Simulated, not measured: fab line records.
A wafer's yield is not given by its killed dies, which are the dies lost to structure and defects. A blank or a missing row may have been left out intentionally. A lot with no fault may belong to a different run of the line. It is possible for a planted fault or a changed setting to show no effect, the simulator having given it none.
fab line records :: flow nand-harc
record:
  lots: 6
  wafers: 18
  last-day: 33
route steps=1302 shown A_SOURCE_PLATE@414 A_ONON_D1@424 END@1302
lots that met no fault: from a run of the same line without faults
start-h: hours from the record's first day to the start of the lot's first wafer shown :: wait-h: hours elapsed since this lot's preceding step :: " as in the row above :: L1.1+2: several wafers, shown together as one row :: - value missing, or start not given :: * or withheld: withheld :: < > ~ a bound
route shown NAME@n: names a module that has steps shown in the file, with the first one's number in the route :: usual: the fault-free wafers' mean and standard deviation :: same: alike in all rows :: chamber/n: place in a boat :: sites: the reading at each site :: _std_site: the standard deviation of these :: _edge_site: outer sites' mean less inner sites' :: radius-mm: how far each site lies from the wafer's centre :: mask NAME#n: copy n :: behind: the last tool/chamber to shape the wafer :: hold: why the lot went on hold/how many hours it stayed there/how the hold came to an end :: device: names the non-switching transistor (n, p or np) :: end of line: the same wafers' tests at the end of the route :: a step without rows: its recipe alone :: killed: at the first sort, the dies lost to defects and structure; wafer yield is something else :: map: dies across one wafer; x = killed, . = not, _ = none there
set.NAME: the run value of the setting; set.NAME@STEP: its run value at that earlier step :: model.NAME: the simulator's own value behind a step, which no gauge read
a table for each step, a row for each wafer; lots at some steps of the route
services: from which hour (start-h, from the record's first day; less than 0 if before it) a tool's chamber was out of use, for how many hours, and why
== steps ==
step: NHARC_A_SOURCE_PLATE_SRD_01
step: NHARC_A_SOURCE_PLATE_OXIDE_02
recipe:
  target-thk-a: 100
  temp-c: 900
  ox-time-s: 1362
  material: SiO2
step: NHARC_A_SOURCE_PLATE_THK_MEAS_09
recipe:
  thk-meas-gauge: ellipsometry
usual:
  thk-nm: 9.7/0.89
lot.wafer: L810.1
tool: film-metro-02
chamber: -
start-h: 197.11
wait-h: 0.4
thk-nm: 10.6

lot.wafer: L810.4
tool: film-metro-02
chamber: -
start-h: 197.11
wait-h: 0.4
thk-nm: 10.3

lot.wafer: L810.5
tool: film-metro-02
chamber: -
start-h: 197.11
wait-h: 0.4
thk-nm: 8.9

lot.wafer: L817.2
tool: film-metro-02
chamber: -
start-h: 270.80
wait-h: 0.4
thk-nm: 8.5

lot.wafer: L817.4
tool: film-metro-02
chamber: -
start-h: 270.80
wait-h: 0.4
thk-nm: 10.5

lot.wafer: L817.5
tool: film-metro-02
chamber: -
start-h: 270.80
wait-h: 0.4
thk-nm: 9.8

lot.wafer: L819.1
tool: film-metro-02
chamber: -
start-h: 290.48
wait-h: 0.4
thk-nm: 9.0

lot.wafer: L819.4
tool: film-metro-02
chamber: -
start-h: 290.48
wait-h: 0.4
thk-nm: 10.0

lot.wafer: L819.5
tool: film-metro-02
chamber: -
start-h: 290.48
wait-h: 0.4
thk-nm: 10.5

lot.wafer: L821.1
tool: film-metro-01
chamber: -
start-h: 309.81
wait-h: 0.4
thk-nm: 9.2

lot.wafer: L821.2
tool: film-metro-01
chamber: -
start-h: 309.81
wait-h: 0.4
thk-nm: 9.8

lot.wafer: L821.6
tool: film-metro-01
chamber: -
start-h: 309.81
wait-h: 0.4
thk-nm: 10.2

lot.wafer: L822.1
tool: film-metro-02
chamber: -
start-h: 322.74
wait-h: 0.4
thk-nm: 7.8

lot.wafer: L822.3
tool: film-metro-02
chamber: -
start-h: 322.74
wait-h: 0.4
thk-nm: 10.5

lot.wafer: L822.4
tool: film-metro-02
chamber: -
start-h: 322.74
wait-h: 0.4
thk-nm: 9.0

lot.wafer: L827.2
tool: film-metro-02
chamber: -
start-h: 368.41
wait-h: 0.4
thk-nm: 9.2

lot.wafer: L827.4
tool: film-metro-02
chamber: -
start-h: 368.41
wait-h: 0.4
thk-nm: 11.1

lot.wafer: L827.6
tool: film-metro-02
chamber: -
start-h: 368.41
wait-h: 0.4
thk-nm: 8.8
step: NHARC_A_SOURCE_PLATE_PVD_04
recipe:
  target-thk-a: 500
  material: WSi2
step: NHARC_A_SOURCE_PLATE_CVD_03
recipe:
  target-thk-a: 2000
  temp-c: 620
  pressure-mtorr: 200
  time-s: 4000
  material: poly-Si
step: NHARC_A_SOURCE_PLATE_ANNEAL_05
recipe:
  temp-c: 850
  time-s: 1800
step: NHARC_A_SOURCE_PLATE_THK_MEAS_06
recipe:
  thk-meas-gauge: ellipsometry
usual:
  thk-nm: 200.7/2.1
lot.wafer: L810.1
tool: film-metro-02
chamber: -
start-h: 209.64
wait-h: 0.4
thk-nm: 202.5

lot.wafer: L810.4
tool: film-metro-02
chamber: -
start-h: 209.64
wait-h: 0.4
thk-nm: 200.4

lot.wafer: L810.5
tool: film-metro-02
chamber: -
start-h: 209.64
wait-h: 0.4
thk-nm: 198.8

lot.wafer: L817.2
tool: film-metro-02
chamber: -
start-h: 283.50
wait-h: 0.4
thk-nm: 197.7

lot.wafer: L817.4
tool: film-metro-02
chamber: -
start-h: 283.50
wait-h: 0.4
thk-nm: 200.0

lot.wafer: L817.5
tool: film-metro-02
chamber: -
start-h: 283.50
wait-h: 0.4
thk-nm: 198.1

lot.wafer: L819.1
tool: film-metro-01
chamber: -
start-h: 305.79
wait-h: 0.4
thk-nm: 199.5

lot.wafer: L819.4
tool: film-metro-01
chamber: -
start-h: 305.79
wait-h: 0.4
thk-nm: 200.4

lot.wafer: L819.5
tool: film-metro-01
chamber: -
start-h: 305.79
wait-h: 0.4
thk-nm: 200.8

lot.wafer: L821.1
tool: film-metro-01
chamber: -
start-h: 323.90
wait-h: 0.4
thk-nm: 203.3

lot.wafer: L821.2
tool: film-metro-01
chamber: -
start-h: 323.90
wait-h: 0.4
thk-nm: 200.3

lot.wafer: L821.6
tool: film-metro-01
chamber: -
start-h: 323.90
wait-h: 0.4
thk-nm: 200.5

lot.wafer: L822.1
tool: film-metro-02
chamber: -
start-h: 335.52
wait-h: 0.4
thk-nm: 200.3

lot.wafer: L822.3
tool: film-metro-02
chamber: -
start-h: 335.52
wait-h: 0.4
thk-nm: 200.5

lot.wafer: L822.4
tool: film-metro-02
chamber: -
start-h: 335.52
wait-h: 0.4
thk-nm: 200.7

lot.wafer: L827.2
tool: film-metro-01
chamber: -
start-h: 380.99
wait-h: 0.4
thk-nm: 204.8

lot.wafer: L827.4
tool: film-metro-01
chamber: -
start-h: 380.99
wait-h: 0.4
thk-nm: 203.4

lot.wafer: L827.6
tool: film-metro-01
chamber: -
start-h: 380.99
wait-h: 0.4
thk-nm: 205.8
step: NHARC_A_SOURCE_PLATE_INSPECT_08
usual:
  raw-defect-count: 65/24
lot.wafer: L810.1
tool: defect-inspect-01
chamber: -
start-h: 209.74
wait-h: 0.0
raw-defect-count: 50

lot.wafer: L810.4
tool: defect-inspect-01
chamber: -
start-h: 209.74
wait-h: 0.0
raw-defect-count: 81

lot.wafer: L810.5
tool: defect-inspect-01
chamber: -
start-h: 209.74
wait-h: 0.0
raw-defect-count: 58

lot.wafer: L817.2
tool: defect-inspect-02
chamber: -
start-h: 283.57
wait-h: 0.0
raw-defect-count: 42

lot.wafer: L817.4
tool: defect-inspect-02
chamber: -
start-h: 283.57
wait-h: 0.0
raw-defect-count: 86

lot.wafer: L817.5
tool: defect-inspect-02
chamber: -
start-h: 283.57
wait-h: 0.0
raw-defect-count: 40

lot.wafer: L819.1
tool: defect-inspect-01
chamber: -
start-h: 305.85
wait-h: 0.0
raw-defect-count: 46

lot.wafer: L819.4
tool: defect-inspect-01
chamber: -
start-h: 305.85
wait-h: 0.0
raw-defect-count: 45

lot.wafer: L819.5
tool: defect-inspect-01
chamber: -
start-h: 305.85
wait-h: 0.0
raw-defect-count: 36

lot.wafer: L821.1
tool: defect-inspect-01
chamber: -
start-h: 323.97
wait-h: 0.0
raw-defect-count: 56

lot.wafer: L821.2
tool: defect-inspect-01
chamber: -
start-h: 323.97
wait-h: 0.0
raw-defect-count: 62

lot.wafer: L821.6
tool: defect-inspect-01
chamber: -
start-h: 323.97
wait-h: 0.0
raw-defect-count: 57

lot.wafer: L822.1
tool: defect-inspect-02
chamber: -
start-h: 335.63
wait-h: 0.0
raw-defect-count: 67

lot.wafer: L822.3
tool: defect-inspect-02
chamber: -
start-h: 335.63
wait-h: 0.0
raw-defect-count: 65

lot.wafer: L822.4
tool: defect-inspect-02
chamber: -
start-h: 335.63
wait-h: 0.0
raw-defect-count: 20

lot.wafer: L827.2
tool: defect-inspect-02
chamber: -
start-h: 381.05
wait-h: 0.0
raw-defect-count: 26

lot.wafer: L827.4
tool: defect-inspect-02
chamber: -
start-h: 381.05
wait-h: 0.0
raw-defect-count: 41

lot.wafer: L827.6
tool: defect-inspect-02
chamber: -
start-h: 381.05
wait-h: 0.0
raw-defect-count: 18
step: NHARC_A_ONON_D1_DEP_00
recipe:
  target-thk-a: 10000
  n2-flow-sccm: 2750
  n2o-flow-sccm: 2000
  nh3-flow-sccm: 500
  sih4-flow-sccm: 210
  temp-c: 400
step: NHARC_A_ONON_D1_THK_MEAS_02
recipe:
  thk-meas-gauge: ellipsometry
usual:
  thk-nm: 998/8.1
lot.wafer: L810.1
tool: film-metro-01
chamber: -
start-h: 210.32
wait-h: -
thk-nm: 1014

lot.wafer: L810.4
tool: film-metro-01
chamber: -
start-h: 210.32
wait-h: -
thk-nm: 1013

lot.wafer: L810.5
tool: film-metro-01
chamber: -
start-h: 210.32
wait-h: -
thk-nm: 1010

lot.wafer: L817.2
tool: film-metro-01
chamber: -
start-h: 284.14
wait-h: -
thk-nm: 998

lot.wafer: L817.4
tool: film-metro-01
chamber: -
start-h: 284.14
wait-h: -
thk-nm: 999

lot.wafer: L817.5
tool: film-metro-01
chamber: -
start-h: 284.14
wait-h: -
thk-nm: 999

lot.wafer: L819.1
tool: film-metro-01
chamber: -
start-h: 306.43
wait-h: -
thk-nm: 1003

lot.wafer: L819.4
tool: film-metro-01
chamber: -
start-h: 306.43
wait-h: -
thk-nm: 1004

lot.wafer: L819.5
tool: film-metro-01
chamber: -
start-h: 306.43
wait-h: -
thk-nm: 1002

lot.wafer: L821.1
tool: film-metro-01
chamber: -
start-h: 324.54
wait-h: -
thk-nm: 1007

lot.wafer: L821.2
tool: film-metro-01
chamber: -
start-h: 324.54
wait-h: -
thk-nm: 1011

lot.wafer: L821.6
tool: film-metro-01
chamber: -
start-h: 324.54
wait-h: -
thk-nm: 1009

lot.wafer: L822.1
tool: film-metro-02
chamber: -
start-h: 336.20
wait-h: -
thk-nm: 1000

lot.wafer: L822.3
tool: film-metro-02
chamber: -
start-h: 336.20
wait-h: -
thk-nm: 998

lot.wafer: L822.4
tool: film-metro-02
chamber: -
start-h: 336.20
wait-h: -
thk-nm: 999

lot.wafer: L827.2
tool: film-metro-01
chamber: -
start-h: 381.63
wait-h: -
thk-nm: 1004

lot.wafer: L827.4
tool: film-metro-01
chamber: -
start-h: 381.63
wait-h: -
thk-nm: 1007

lot.wafer: L827.6
tool: film-metro-01
chamber: -
start-h: 381.63
wait-h: -
thk-nm: 1006
step: NHARC_A_ONON_D1_DEP_03
recipe:
  target-thk-a: 10000
  n2-flow-sccm: 2750
  n2o-flow-sccm: 2000
  nh3-flow-sccm: 500
  sih4-flow-sccm: 210
  temp-c: 400
lot.wafer: L810.1+4+5
tool: pecvd-onon-03
chamber: 0
start-h: 210.38
wait-h: 0.1

lot.wafer: L817.2+4+5
tool: pecvd-onon-02
chamber: 0
start-h: 284.26
wait-h: 0.1

lot.wafer: L819.1+4+5
tool: pecvd-onon-03
chamber: 0
start-h: 306.49
wait-h: 0.1

lot.wafer: L821.1+2+6
tool: pecvd-onon-04
chamber: 0
start-h: 324.60
wait-h: 0.1

lot.wafer: L822.1+3+4
tool: pecvd-onon-03
chamber: 0
start-h: 336.26
wait-h: 0.1

lot.wafer: L827.2+4+6
tool: pecvd-onon-02
chamber: 0
start-h: 381.74
wait-h: 0.1
step: NHARC_A_ONON_D1_THK_MEAS_05
recipe:
  thk-meas-gauge: ellipsometry
usual:
  thk-nm: 1001/9
lot.wafer: L810.1
tool: film-metro-01
chamber: -
start-h: 210.88
wait-h: -
thk-nm: 986

lot.wafer: L810.4
tool: film-metro-01
chamber: -
start-h: 210.88
wait-h: -
thk-nm: 988

lot.wafer: L810.5
tool: film-metro-01
chamber: -
start-h: 210.88
wait-h: -
thk-nm: 986

lot.wafer: L817.2
tool: film-metro-02
chamber: -
start-h: 284.71
wait-h: -
thk-nm: 985

lot.wafer: L817.4
tool: film-metro-02
chamber: -
start-h: 284.71
wait-h: -
thk-nm: 984

lot.wafer: L817.5
tool: film-metro-02
chamber: -
start-h: 284.71
wait-h: -
thk-nm: 984

lot.wafer: L819.1
tool: film-metro-02
chamber: -
start-h: 307.00
wait-h: -
thk-nm: 998

lot.wafer: L819.4
tool: film-metro-02
chamber: -
start-h: 307.00
wait-h: -
thk-nm: 1408

lot.wafer: L819.5
tool: film-metro-02
chamber: -
start-h: 307.00
wait-h: -
thk-nm: 1000

lot.wafer: L821.1
tool: film-metro-02
chamber: -
start-h: 325.11
wait-h: -
thk-nm: 995

lot.wafer: L821.2
tool: film-metro-02
chamber: -
start-h: 325.11
wait-h: -
thk-nm: 994

lot.wafer: L821.6
tool: film-metro-02
chamber: -
start-h: 325.11
wait-h: -
thk-nm: 995

lot.wafer: L822.1
tool: film-metro-02
chamber: -
start-h: 336.76
wait-h: -
thk-nm: 1007

lot.wafer: L822.3
tool: film-metro-02
chamber: -
start-h: 336.76
wait-h: -
thk-nm: 1007

lot.wafer: L822.4
tool: film-metro-02
chamber: -
start-h: 336.76
wait-h: -
thk-nm: 1418

lot.wafer: L827.2
tool: film-metro-01
chamber: -
start-h: 382.19
wait-h: -
thk-nm: 998

lot.wafer: L827.4
tool: film-metro-01
chamber: -
start-h: 382.19
wait-h: -
thk-nm: 998

lot.wafer: L827.6
tool: film-metro-01
chamber: -
start-h: 382.19
wait-h: -
thk-nm: 999
step: NHARC_A_ONON_D1_DEP_06
recipe:
  target-thk-a: 10000
  n2-flow-sccm: 2750
  n2o-flow-sccm: 2000
  nh3-flow-sccm: 500
  sih4-flow-sccm: 210
  temp-c: 400
step: NHARC_END_SORT_01
recipe:
  temp-c: 25
usual:
  killed-at-array: 59/20
  killed-at-other: 0.8/1
  killed-at-periphery: 3.2/2.1
  killed-dies: 63/21
  killed-open: 3.0/1.9
  killed-short: 2.3/1.5
same:
  gross-dies: 677
lot.wafer: L819.4
tool: prober-01
chamber: 0
start-h: 703.84
wait-h: 3.4
killed-at-array: 674
killed-at-other: 0
killed-at-periphery: 3
killed-dies: 677
killed-open: 3
killed-short: 4

lot.wafer: L822.4
tool: prober-01
chamber: 0
start-h: 730.87
wait-h: 3.3
killed-at-array: 671
killed-at-other: 1
killed-at-periphery: 5
killed-dies: 677
killed-open: 5
killed-short: 2
killed by level:class
L819.4 A_ONON_D1:area-dep=608 A_CHANNEL_HOLE_D1:chamber-film-flake=27 A_CHANNEL_HOLE_D2:chamber-film-flake=19 A_CONTACT:chamber-film-flake=6 A_SLIT:chamber-film-flake=4 A_SGD_CUT:geometric-particle:short=2 P_M0:chamber-film-flake=2 A_CHANNEL_FILL_D1:chamber-film-flake=2
L822.4 A_ONON_D1:area-dep=613 A_SLIT:chamber-film-flake=34 A_CHANNEL_HOLE_D1:chamber-film-flake=8 P_CONTACT:geometric-particle:open=3 A_WL_FILL:chamber-film-flake=3 A_DECK1_JOINT:chamber-film-flake=3 A_BLC:chamber-film-flake=3 A_CONTACT:chamber-film-flake=2
map L819.4 (x killed, . not)
____________x____________
_________xxxxxxx_________
_______xxxxxxxxxxx_______
______xxxxxxxxxxxxx______
_____xxxxxxxxxxxxxxx_____
____xxxxxxxxxxxxxxxxx____
____xxxxxxxxxxxxxxxxx____
___xxxxxxxxxxxxxxxxxxx___
___xxxxxxxxxxxxxxxxxxx___
__xxxxxxxxxxxxxxxxxxxxx__
__xxxxxxxxxxxxxxxxxxxxx__
_xxxxxxxxxxxxxxxxxxxxxxx_
_xxxxxxxxxxxxxxxxxxxxxxx_
_xxxxxxxxxxxxxxxxxxxxxxx_
_xxxxxxxxxxxxxxxxxxxxxxx_
_xxxxxxxxxxxxxxxxxxxxxxx_
xxxxxxxxxxxxxxxxxxxxxxxxx
xxxxxxxxxxxxxxxxxxxxxxxxx
xxxxxxxxxxxxxxxxxxxxxxxxx
xxxxxxxxxxxxxxxxxxxxxxxxx
xxxxxxxxxxxxxxxxxxxxxxxxx
_xxxxxxxxxxxxxxxxxxxxxxx_
_xxxxxxxxxxxxxxxxxxxxxxx_
_xxxxxxxxxxxxxxxxxxxxxxx_
_xxxxxxxxxxxxxxxxxxxxxxx_
_xxxxxxxxxxxxxxxxxxxxxxx_
__xxxxxxxxxxxxxxxxxxxxx__
__xxxxxxxxxxxxxxxxxxxxx__
___xxxxxxxxxxxxxxxxxxx___
___xxxxxxxxxxxxxxxxxxx___
____xxxxxxxxxxxxxxxxx____
____xxxxxxxxxxxxxxxxx____
_____xxxxxxxxxxxxxxx_____
______xxxxxxxxxxxxx______
_______xxxxxxxxxxx_______
_________xxxxxxx_________
____________x____________
map L822.4 (x killed, . not)
____________x____________
_________xxxxxxx_________
_______xxxxxxxxxxx_______
______xxxxxxxxxxxxx______
_____xxxxxxxxxxxxxxx_____
____xxxxxxxxxxxxxxxxx____
____xxxxxxxxxxxxxxxxx____
___xxxxxxxxxxxxxxxxxxx___
___xxxxxxxxxxxxxxxxxxx___
__xxxxxxxxxxxxxxxxxxxxx__
__xxxxxxxxxxxxxxxxxxxxx__
_xxxxxxxxxxxxxxxxxxxxxxx_
_xxxxxxxxxxxxxxxxxxxxxxx_
_xxxxxxxxxxxxxxxxxxxxxxx_
_xxxxxxxxxxxxxxxxxxxxxxx_
_xxxxxxxxxxxxxxxxxxxxxxx_
xxxxxxxxxxxxxxxxxxxxxxxxx
xxxxxxxxxxxxxxxxxxxxxxxxx
xxxxxxxxxxxxxxxxxxxxxxxxx
xxxxxxxxxxxxxxxxxxxxxxxxx
xxxxxxxxxxxxxxxxxxxxxxxxx
_xxxxxxxxxxxxxxxxxxxxxxx_
_xxxxxxxxxxxxxxxxxxxxxxx_
_xxxxxxxxxxxxxxxxxxxxxxx_
_xxxxxxxxxxxxxxxxxxxxxxx_
_xxxxxxxxxxxxxxxxxxxxxxx_
__xxxxxxxxxxxxxxxxxxxxx__
__xxxxxxxxxxxxxxxxxxxxx__
___xxxxxxxxxxxxxxxxxxx___
___xxxxxxxxxxxxxxxxxxx___
____xxxxxxxxxxxxxxxxx____
____xxxxxxxxxxxxxxxxx____
_____xxxxxxxxxxxxxxx_____
______xxxxxxxxxxxxx______
_______xxxxxxxxxxx_______
_________xxxxxxx_________
____________x____________
== services ==
tool: pecvd-onon-03
chamber: -
start-h: 230.63
hours: 13.0
kind: pm

tool: pecvd-onon-04
chamber: -
start-h: 311.46
hours: 13.0
kind: pm

tool: pecvd-onon-02
chamber: -
start-h: 327.18
hours: 0.1
kind: repair

tool: pecvd-onon-02
chamber: -
start-h: 366.53
hours: 13.0
kind: pm
== key ==
first-sign:
  step: NHARC_A_ONON_D1_THK_MEAS_05
  reading: thk-nm
  direction: up
  sigmas: 45
  usual: 1001
  struck: 1413
effect:
  step: NHARC_END_SORT_01
  reading: killed-at-array
  direction: up
  sigmas: 30
  usual: 59
  struck: 672
more-kills-born-at:
  NHARC_A_ONON_D1_DEP_03@pecvd-onon-03: 1221
met-at NHARC_A_ONON_D1_DEP_03
struck-wafers L819.4,L822.4
later-rows-left-out L819.4,L822.4
tester-left-out L819,L822
onset-between 210.38 306.49
fault:
  kind: process-parameter-drift
  tool: pecvd-onon-03
  chamber: -
  onset-h: 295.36
  steps: NHARC_A_ONON_D1_DEP_03
  channel: target-thk-a
  offset: *
  shape: step
  end-h: 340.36
  scope: struck-wafers-only
  acts-in: *
  stated: *
tester-left-out: of these lots the tester's yield and bins aren't shown, on N5 and GAA mostly nor the transistor test; their killed dies are dies lost to structure and defects alone, not to doping, threshold or leakage, so they don't give the yield
later-rows-left-out: the simulator's readings of these wafers behind a module that went badly wrong aren't trusted and aren't shown, but for the sort
